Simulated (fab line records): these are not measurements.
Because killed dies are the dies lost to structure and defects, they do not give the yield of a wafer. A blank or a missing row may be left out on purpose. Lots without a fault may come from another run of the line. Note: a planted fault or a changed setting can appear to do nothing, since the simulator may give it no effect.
Matching of chambers    flow nand_harc    NHARC_A_CONTACT_ALD_18 on ald_metal-02: 4 sister chambers
The step deposits TiN, target thk 3 nm, pulse time 1 s, ald cycles 150. 8 wafers are shown with their chamber, then 7 later ones without.

## EACH WAFER AND ITS CHAMBER
wafer   chamber  heater_power_w (W)  precursor_pulse_height_rel
L147.2  1        1178                0.998
L147.4  2        933                 1.000
L148.1  2        890                 0.981
L156.3  0        1071                0.988
L156.4  3        913                 0.968
L156.5  3        924                 1.021
L157.1  1        1163                1.030
L157.5  0        1092                0.977

## WAFERS WHOSE CHAMBER IS MISSING
wafer   heater_power_w (W)  precursor_pulse_height_rel
L157.6  944                 1.004
L169.1  938                 1.019
L169.3  916                 0.994
L169.5  1071                1.011
L170.2  1075                0.993
L170.3  949                 0.984
L170.4  952                 0.993

## WHICH CHAMBER EACH ONE RAN IN
wafer   from the rows above      in truth
L157.6  can't be placed: 3 or 2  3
L169.1  can't be placed: 3 or 2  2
L169.3  can't be placed: 3 or 2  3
L169.5  0                        0
L170.2  0                        0
L170.3  can't be placed: 3 or 2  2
L170.4  can't be placed: 3 or 2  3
Placed correctly: 2 of 7. These rows do not allow placing 5 (true chamber among the candidates in 5). 0 placed wrongly.
How it was worked out, from the rows above alone: a wafer's distance from a chamber is the root of the sum, over the readings, of the square of ((its reading less the chamber's mean) divided by the reading's scatter). If the next closest chamber is less than 2 further off than the closest, the wafer can't be placed; otherwise it belongs to the closest. Each chamber's mean is taken over the wafers shown for it. The scatter is the square root of a quotient: the sum, over the shown wafers, of each reading's squared deviation from its chamber's mean, divided by wafers minus chambers.
